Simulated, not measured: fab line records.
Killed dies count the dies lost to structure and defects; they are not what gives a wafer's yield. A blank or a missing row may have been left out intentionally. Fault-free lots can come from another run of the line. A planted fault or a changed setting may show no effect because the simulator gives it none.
fab line records | flow n5Finfet
record: lots: 5 | wafers: 15 | lastDay: 20
route steps=1938 shown BEOL_M10@1475 PASSIVATION@1936
lots with no fault: from the same line, run without faults
startH: start of the lot's first displayed wafer, in hours after the record's first day | waitH: hours elapsed since this lot's preceding step | " repeats the value in the row above | L1.1+2: a row that stands for several wafers | - no value, or no start given | * or withheld: withheld | < > ~ a bound
route shown NAME@n: a module of which the file shows steps, and the number in the route of the first | usual: mean and standard deviation over wafers with no fault | same: alike in all rows | chamber/n: place in a boat | sites: per-site readings | _std_site: how widely they spread, as a standard deviation | _edge_site: the outer-site mean with the inner-site mean subtracted | radiusMm: how far each site lies from the wafer's centre | mask NAME#n: copy n | behind: the most recent tool/chamber to have shaped the wafer | hold: why the lot went on hold/how many hours it stayed there/how the hold came to an end | device: which transistor (n, p or np) failed to switch | end of line: tests of these same wafers at the route's end | where a step has no rows: the recipe by itself | killed: the dies lost at the first sort to structure and to defects; this is not the yield of the wafer | map: shows each die of a wafer: x if killed, . if not, _ if none is there
set.NAME: the run value of the setting; set.NAME@STEP: its run value at that earlier step | model.NAME: the simulator's own value behind a step, which no gauge read
lots at selected steps of the route; one table per step, one row per wafer
services: from which hour (startH, from the record's first day; less than 0 if before it) a tool's chamber was out of use, for how many hours, and why
== steps ==
step: N5_BEOL_M10_COAT_59
recipe: resist: SOC | tempC: 250 | timeS: 60 | spinRpm: 1500 | resistThkNm: 100
step: N5_BEOL_M10_COAT_60
recipe: resist: SiARC | tempC: 220 | timeS: 60 | spinRpm: 1500 | resistThkNm: 30
step: N5_BEOL_M10_COAT_05
recipe: resist: CAR-ArF | spinRpm: 1500 | resistThkNm: 90
step: N5_BEOL_M10_EBR_07
recipe: solvent: PGMEA | ebrWidthMm: 1.5
step: N5_BEOL_M10_SOFTBAKE_06
recipe: tempC: 110 | timeS: 60 | resist: CAR-ArF
step: N5_BEOL_M10_EXPOSE_08
recipe: maskId: M10 | na: 1.35 | sourceShape: dipole | sigmaInner: 0.411 | sigmaOuter: 0.611 | polarization: te | doseMj: 53.75
step: N5_BEOL_M10_PEB_09
recipe: pebTempC: withheld | pebTimeS: 60 | resist: CAR-ArF
step: N5_BEOL_M10_DEVELOP_10
recipe: developTimeS: 30 | developer: TMAH | resist: CAR-ArF | rinseLiquid: diw | dry: airSpin | devTempC: 23
step: N5_BEOL_M10_CD_MEAS_11
recipe: targetCdNm: 64.1 | landingEnergyEv: 500 | detector: seInlens | polarity: opening
usual: cdNm: 64.2/0.5
same: landingEnergyEv: 500
lot.wafer | tool     | chamber | startH | waitH | cdNm
L516.2    | cdSem-01 | 0       | 297.61 | -     | 63.9
L516.4    | "        | 0       | "      | "     | 64.6
L516.5    | "        | 0       | "      | "     | 64.3
L519.3    | cdSem-02 | 0       | 314.99 | -     | 63.1
L519.5    | "        | 0       | "      | "     | 64.0
L519.6    | "        | 0       | "      | "     | 63.2
L527.3    | cdSem-03 | 0       | 375.21 | -     | 64.3
L527.4    | "        | 0       | "      | "     | 64.4
L527.6    | "        | 0       | "      | "     | 65.0
L528.2    | cdSem-01 | 0       | 375.39 | -     | 64.4
L528.4    | "        | 0       | "      | "     | 64.6
L528.6    | "        | 0       | "      | "     | 64.5
L532.1    | cdSem-02 | 0       | 419.88 | -     | 64.3
L532.2    | "        | 0       | "      | "     | 64.8
L532.3    | "        | 0       | "      | "     | 64.6
step: N5_BEOL_M10_OVL_MEAS_12
recipe: pointsPerWafer: 44
usual: M10_OVL: 0.1/0.89
lot.wafer | tool       | chamber | startH | waitH | M10_OVL[nm]
L516.2    | overlay-01 | 0       | 297.64 | 0.0   | 0.3
L516.4    | "          | 0       | "      | "     | -0.3
L516.5    | "          | 0       | "      | "     | 0.3
L519.3    | overlay-02 | 0       | 315.01 | 0.0   | -0.1
L519.5    | "          | 0       | "      | "     | 0.7
L519.6    | "          | 0       | "      | "     | 0.1
L527.3    | overlay-01 | 0       | 375.24 | 0.0   | -0.3
L527.4    | "          | 0       | "      | "     | -1.1
L527.6    | "          | 0       | "      | "     | 0.2
L528.2    | overlay-01 | 0       | 375.42 | 0.0   | 1.0
L528.4    | "          | 0       | "      | "     | 0.2
L528.6    | "          | 0       | "      | "     | -0.1
L532.1    | overlay-02 | 0       | 419.91 | 0.0   | -0.2
L532.2    | "          | 0       | "      | "     | 0.0
L532.3    | "          | 0       | "      | "     | -0.2
step: N5_BEOL_M10_INSPECT_13
recipe: mode: adi | inspectInstrument: brightfield
usual: rawDefectCount: 430/99
lot.wafer | tool             | chamber | startH | waitH | rawDefectCount
L516.2    | defectInspect-02 | -       | 297.67 | 0.0   | 686
L516.4    | "                | -       | "      | "     | 464
L516.5    | "                | -       | "      | "     | 668
L519.3    | defectInspect-01 | -       | 315.04 | 0.0   | 445
L519.5    | "                | -       | "      | "     | 284
L519.6    | "                | -       | "      | "     | 340
L527.3    | defectInspect-02 | -       | 375.27 | 0.0   | 595
L527.4    | "                | -       | "      | "     | 483
L527.6    | "                | -       | "      | "     | 726
L528.2    | defectInspect-01 | -       | 375.45 | 0.0   | 362
L528.4    | "                | -       | "      | "     | 323
L528.6    | "                | -       | "      | "     | 276
L532.1    | defectInspect-01 | -       | 419.93 | 0.0   | 467
L532.2    | "                | -       | "      | "     | 499
L532.3    | "                | -       | "      | "     | 423
step: N5_BEOL_M10_DESCUM_16
recipe: chemistry: O2 | timeS: 7.9 | sourcePowerW: 50 | biasPowerW: 20 | pressureMtorr: 20 | rfFrequencyHz: 2.712e+07 | tempC: 40 | resist: CAR-ArF | o2FlowSccm: 225
usual: drypumpMotorCurrentA: 5.8/0.4 | oesProductAu: 0.76/0.07 | rfVppV: 243.3/1.1 | showerheadPlenumPTorr: 2.11/0.053 | throttleValvePct: 20.50/0.19
lot.wafer | tool       | chamber | startH | waitH | drypumpMotorCurrentA | oesProductAu | rfHoursCounterH | rfVppV | showerheadPlenumPTorr | throttleValvePct
L516.2    | rieDiel-06 | 2       | 297.81 | 0.1   | 5.1                  | 0.71         | 210             | 242.9  | 2.17                  | 20.38
L516.4    | "          | 3       | "      | "     | 5.9                  | 0.72         | 177             | 242.6  | 2.09                  | 20.52
L516.5    | "          | 3       | "      | "     | 5.9                  | 0.73         | -               | 243.1  | 2.09                  | 20.52
L519.3    | rieDiel-01 | 3       | 315.09 | 0.0   | 5.5                  | 0.73         | 179             | 242.9  | 2.08                  | 20.60
L519.5    | "          | 2       | "      | "     | 6.2                  | 0.79         | -               | 242.3  | 2.02                  | 20.60
L519.6    | "          | 3       | "      | "     | 5.5                  | 0.73         | -               | 242.4  | 2.08                  | 20.59
L527.3    | rieDiel-06 | 3       | 375.30 | 0.0   | 5.9                  | 0.70         | 207             | 242.8  | 2.08                  | 20.57
L527.4    | "          | 2       | "      | "     | 5.1                  | 0.69         | 239             | 243.9  | 2.16                  | 20.45
L527.6    | "          | 2       | "      | "     | 5.1                  | 0.69         | -               | 242.5  | 2.16                  | 20.42
L528.2    | rieDiel-01 | 2       | 375.48 | 0.0   | 6.2                  | 0.77         | 132             | 241.5  | 2.01                  | 20.65
L528.4    | "          | 0       | "      | "     | 5.8                  | 0.78         | 126             | 244.9  | 2.19                  | 20.56
L528.6    | "          | 2       | "      | "     | 6.2                  | 0.77         | -               | 242.3  | 2.01                  | 20.64
L532.1    | rieDiel-01 | 1       | 420.21 | 0.3   | 5.8                  | 0.75         | 164             | 242.2  | 2.09                  | 20.53
L532.2    | "          | 3       | "      | "     | 5.6                  | 0.70         | 220             | 242.0  | 2.07                  | 20.65
L532.3    | "          | 0       | "      | "     | 5.7                  | 0.77         | 144             | 244.3  | 2.18                  | 20.59
step: N5_BEOL_M10_ETCH_61
recipe: chemistry: CF4 | target: SiARC | targetDepthA: 390 | maskMaterial: CAR-ArF | timeS: 65 | ionEnergyEv: 80 | pressureMtorr: 40 | sourceW: 545 | biasW: 36 | Ar_flow_sccm: 100 | cf4FlowSccm: 100 | ends: cleared
usual: drypumpMotorCurrentA: 5.8/0.39 | etchRfOnTimeS: 64.8/0.78 | oesProductAu: 0.65/0.059 | rfVppV: 184.4/1 | showerheadPlenumPTorr: 2.16/0.05 | throttleValvePct: 15.68/0.18
lot.wafer | tool       | chamber | startH | waitH | drypumpMotorCurrentA | etchRfOnTimeS | oesProductAu | rfHoursCounterH | rfVppV | showerheadPlenumPTorr | throttleValvePct
L516.2    | rieDiel-06 | 2       | 297.84 | 0.0   | 5.1                  | 64.0          | 0.61         | 210             | 186.1  | 2.21                  | 15.59
L516.4    | "          | 3       | "      | "     | 5.9                  | 63.7          | 0.62         | 177             | 183.8  | 2.13                  | 15.61
L516.5    | "          | 3       | "      | "     | 5.9                  | 64.1          | 0.62         | -               | 183.0  | 2.13                  | 15.61
L519.3    | rieDiel-01 | 3       | 315.12 | 0.0   | 5.6                  | 65.5          | 0.62         | 179             | 185.1  | 2.14                  | 15.81
L519.5    | "          | 2       | "      | "     | 6.2                  | 65.0          | 0.68         | -               | 181.5  | 2.08                  | 15.78
L519.6    | "          | 3       | "      | "     | 5.6                  | 66.0          | 0.62         | -               | 184.1  | 2.14                  | 15.82
L527.3    | rieDiel-06 | 3       | 375.33 | 0.0   | 5.9                  | 64.5          | 0.60         | 207             | 184.6  | 2.12                  | 15.67
L527.4    | "          | 2       | "      | "     | 5.1                  | 39.2          | 0.80         | 239             | 185.0  | 2.20                  | 15.68
L527.6    | "          | 2       | "      | "     | 5.1                  | 39.6          | 0.79         | -               | 185.2  | 2.21                  | 15.67
L528.2    | rieDiel-01 | 2       | 375.51 | 0.0   | 6.2                  | 64.5          | 0.66         | 132             | 183.0  | 2.07                  | 15.85
L528.4    | "          | 0       | "      | "     | 5.7                  | 65.6          | 0.66         | 126             | 185.4  | 2.23                  | 15.68
L528.6    | "          | 2       | "      | "     | 6.2                  | 65.2          | 0.66         | -               | 182.8  | 2.07                  | 15.83
L532.1    | rieDiel-01 | 1       | 420.25 | 0.0   | 5.7                  | 65.4          | 0.63         | 164             | 183.8  | 2.13                  | 15.69
L532.2    | "          | 3       | "      | "     | 5.6                  | 66.0          | 0.60         | 220             | 184.6  | 2.12                  | 15.91
L532.3    | "          | 0       | "      | "     | 5.7                  | 66.1          | 0.64         | 144             | 184.9  | 2.22                  | 15.74
step: N5_BEOL_M10_ETCH_62
recipe: chemistry: N2/H2 | target: SOC | targetDepthA: 1100 | overetchA: 220 | maskMaterial: SiARC | tempC: 40 | timeS: 165 | ionEnergyEv: 200 | pressureMtorr: 30 | sourceW: 840 | biasW: 150 | n2FlowSccm: 200 | h2FlowSccm: 200
usual: drypumpMotorCurrentA: 5.8/0.4 | oesProductAu: 0.65/0.056 | rfVppV: 524.5/2 | showerheadPlenumPTorr: 2.57/0.066 | throttleValvePct: 17.89/0.22
lot.wafer | tool       | chamber | startH | waitH | drypumpMotorCurrentA | oesProductAu | rfHoursCounterH | rfVppV | showerheadPlenumPTorr | throttleValvePct
L516.2    | rieDiel-06 | 2       | 297.89 | 0.0   | 5.1                  | 0.60         | 210             | 525.7  | 2.63                  | 17.84
L516.4    | "          | 3       | "      | "     | 6.0                  | 0.61         | 177             | 524.0  | 2.52                  | 17.83
L516.5    | "          | 3       | "      | "     | 5.9                  | 0.62         | -               | 523.8  | 2.52                  | 17.83
L519.3    | rieDiel-01 | 3       | 315.17 | 0.0   | 5.6                  | 0.63         | 179             | 523.1  | 2.53                  | 18.01
L519.5    | "          | 2       | "      | "     | 6.3                  | 0.67         | -               | 519.8  | 2.46                  | 17.94
L519.6    | "          | 3       | "      | "     | 5.6                  | 0.63         | -               | 522.3  | 2.53                  | 18.02
L527.3    | rieDiel-06 | 3       | 375.38 | 0.0   | 5.9                  | 0.59         | 207             | 523.3  | 2.51                  | 17.87
L527.4    | "          | 2       | "      | "     | 5.1                  | 0.58         | 239             | 526.0  | 2.62                  | 17.90
L527.6    | "          | 2       | "      | "     | 5.1                  | 0.59         | -               | 526.5  | 2.62                  | 17.90
L528.2    | rieDiel-01 | 2       | 375.56 | 0.0   | 6.2                  | 0.65         | 132             | 520.7  | 2.45                  | 18.00
L528.4    | "          | 0       | "      | "     | 5.7                  | 0.67         | 126             | 527.5  | 2.66                  | 17.98
L528.6    | "          | 2       | "      | "     | 6.2                  | 0.65         | -               | 521.7  | 2.45                  | 18.00
L532.1    | rieDiel-01 | 1       | 420.30 | 0.0   | 5.7                  | 0.63         | 164             | 523.9  | 2.54                  | 17.92
L532.2    | "          | 3       | "      | "     | 5.5                  | 0.60         | 220             | 524.6  | 2.51                  | 18.09
L532.3    | "          | 0       | "      | "     | 5.8                  | 0.65         | 144             | 526.8  | 2.65                  | 18.03
step: N5_PASSIVATION_PROBE_49
usual: defectLimitedYield: 91.2/1.3 | killed_at_M0_to_M3: 34/9.2 | killed_at_M4_up: 14/5 | killedAtContacts: 13/6.7 | killedAtFrontEnd: 39/12 | killedAtOther: 4/3.3 | killedDies: 104/15 | killedOnRim: 14/3.7 | killedOpen: 68/12 | killedShort: 34/7.5 | sort_bin_5_function: 5.2/0.87 | sort_bin_6_memory: 3.3/0.63 | sortNPass: 1076/15 | sortYieldPct: 91.2/1.3
same: grossDies: 1180 | killedAtBackSide: 0 | sort_bin_4_leakage[%]: 0 | sort_bin_8_speed[%]: 0
lot.wafer | tool      | chamber | startH | waitH | defectLimitedYield[%] | killed_at_M0_to_M3 | killed_at_M4_up | killedAtContacts | killedAtFrontEnd | killedAtOther | killedDies | killedOnRim | killedOpen | killedShort | sort_bin_5_function[%] | sort_bin_6_memory[%] | sortNPass | sortYieldPct[%]
L516.2    | prober-01 | -       | 353.47 | 0.1   | 90.3                  | 40                 | 15              | 10               | 46               | 3             | 114        | 15          | 71         | 39          | 5.6                    | 3.3                  | 1066      | 90.3
L516.4    | prober-01 | -       | 353.57 | 0.2   | 91.6                  | 40                 | 17              | 6                | 32               | 4             | 99         | 13          | 72         | 27          | 5.7                    | 2.3                  | 1081      | 91.6
L516.5    | prober-01 | -       | 353.62 | 0.2   | 89.3                  | 31                 | 7               | 20               | 64               | 4             | 126        | 13          | 74         | 49          | 6.0                    | 4.1                  | 1054      | 89.3
L519.3    | prober-01 | -       | 369.58 | 0.1   | 92.2                  | 24                 | 12              | 6                | 46               | 4             | 92         | 10          | 65         | 27          | 4.9                    | 2.5                  | 1088      | 92.2
L519.5    | prober-01 | -       | 369.68 | 0.2   | 93.7                  | 23                 | 14              | 1                | 33               | 3             | 74         | 7           | 53         | 17          | 3.1                    | 3.1                  | 1106      | 93.7
L519.6    | prober-01 | -       | 369.73 | 0.3   | 91.5                  | 26                 | 20              | 4                | 45               | 5             | 100        | 14          | 63         | 35          | 5.6                    | 2.5                  | 1080      | 91.5
L527.3    | prober-02 | -       | 438.13 | 0.6   | 91.0                  | 31                 | 9               | 17               | 38               | 11            | 106        | 18          | 74         | 31          | 5.5                    | 3.1                  | 1074      | 91.0
L527.4    | prober-02 | -       | 438.18 | 0.6   | 89.7                  | 34                 | 14              | 17               | 43               | 13            | 121        | 17          | 74         | 43          | 5.8                    | 4.2                  | 1059      | 89.7
killed by level:class
L516.2 BEOL_M2:geometricParticle:open=9 BEOL_M0_SAQP:geometricParticle:short=9 BEOL_M3:geometricParticle:open=8 MOL_CONTACT_COAG:geometricParticle:open=7 GATE_CUT:geometricParticle:open=7 STI_FIN_REVEAL:geometricParticle:open=6 BEOL_M0_SAQP:geometricParticle:open=6 STARTING-WAFER:geometricParticle:open=6
L516.4 BEOL_M0_SAQP:geometricParticle:open=10 BEOL_M2:geometricParticle:open=10 STI_FIN_REVEAL:geometricParticle:open=9 BEOL_M0_SAQP:geometricParticle:short=5 BEOL_M3:geometricParticle:open=5 BEOL_M4:geometricParticle:open=5 STARTING-WAFER:geometricParticle:open=5 FIN_SAQP:geometricParticle:open=4
L516.5 FIN_SAQP:geometricParticle:short=19 STI_FIN_REVEAL:geometricParticle:open=17 MOL_CONTACT_COAG:geometricParticle:open=13 BEOL_M3:geometricParticle:open=12 BEOL_M0_SAQP:geometricParticle:short=8 MOL_CONTACT_COAG:geometricParticle:short=7 FIN_SAQP:geometricParticle:open=6 DUMMY_GATE:geometricParticle:open=6
L519.3 FIN_SAQP:geometricParticle:open=17 STI_FIN_REVEAL:geometricParticle:open=10 BEOL_M1:geometricParticle:open=8 MOL_CONTACT_COAG:geometricParticle:open=5 BEOL_M0_SAQP:geometricParticle:short=5 BEOL_M4:geometricParticle:open=5 BEOL_M4:geometricParticle:short=4 FIN_SAQP:geometricParticle:short=3
L519.5 BEOL_M4:geometricParticle:open=9 FIN_SAQP:geometricParticle:open=6 BEOL_M0_SAQP:geometricParticle:open=6 FIN_SAQP:geometricParticle:short=5 BEOL_M1:geometricParticle:open=5 STARTING-WAFER:geometricParticle:open=5 STARTING-WAFER:geometricParticle:short=5 GATE_CUT:geometricParticle:open=4
L519.6 FIN_SAQP:geometricParticle:open=22 BEOL_M4:geometricParticle:open=11 FIN_SAQP:geometricParticle:short=7 BEOL_M0_SAQP:geometricParticle:short=7 BEOL_M1:geometricParticle:open=6 GATE_CUT:geometricParticle:short=5 BEOL_M0_SAQP:geometricParticle:open=4 ILD0:geometricParticle:short=3
L527.3 MOL_CONTACT_COAG:geometricParticle:open=14 BEOL_M2:geometricParticle:open=10 FIN_SAQP:geometricParticle:short=9 DUMMY_GATE:geometricParticle:open=9 BEOL_M0_SAQP:geometricParticle:open=7 BEOL_M3:geometricParticle:open=6 STI_FIN_REVEAL:geometricParticle:open=4 FIN_SAQP:geometricParticle:open=3
L527.4 MOL_CONTACT_COAG:geometricParticle:open=16 FIN_SAQP:geometricParticle:short=14 BEOL_M2:geometricParticle:open=12 BEOL_M4:geometricParticle:open=9 DUMMY_GATE:geometricParticle:open=7 PASS1_CAP:geometricParticle:open=6 GATE_CUT:geometricParticle:short=5 BEOL_M3:geometricParticle:open=5
== services ==
tool       | chamber | startH | hours | kind
rieDiel-06 | 1       | 301.28 | 8.3   | repair
rieDiel-06 | -       | 310.71 | 2.8   | pm
rieDiel-01 | 0       | 311.39 | 14.6  | repair
rieDiel-01 | 1       | 323.83 | 2.3   | repair
rieDiel-01 | 1       | 337.50 | 9.0   | repair
rieDiel-01 | 3       | 376.33 | 6.9   | repair
rieDiel-06 | 0       | 377.94 | 8.3   | repair
rieDiel-06 | 0       | 386.49 | -     | clean
rieDiel-06 | 0       | 386.49 | -     | consumableReplace:esc
rieDiel-06 | 0       | 386.49 | -     | consumableReplace:focusRing
rieDiel-06 | 0       | 386.49 | 24.7  | scheduledDown
rieDiel-06 | 0       | 386.49 | 24.7  | ventCycle
rieDiel-01 | 2       | 397.61 | 35.8  | repair
rieDiel-06 | 2       | 401.88 | 2.7   | repair
rieDiel-06 | 2       | 411.21 | -     | clean
rieDiel-06 | 2       | 411.21 | -     | consumableReplace:focusRing
rieDiel-06 | 2       | 411.21 | 21.9  | scheduledDown
rieDiel-06 | 2       | 411.21 | 21.9  | ventCycle
rieDiel-06 | 1       | 416.73 | 1.6   | repair
== key ==
firstSign: step: N5_BEOL_M10_ETCH_61 | reading: etchRfOnTimeS | direction: down | sigmas: 33 | usual: * | struck: *
effect none on later readings
metAt N5_BEOL_M10_ETCH_61
struckWafers L527.4,L527.6
onsetBetween 297.84 375.33
fault: kind: processParameterDrift | tool: rieDiel-06 | chamber: 2 | onsetH: 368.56 | steps: N5_BEOL_M10_ETCH_61 | channel: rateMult | offset: 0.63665 | shape: step | endH: 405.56
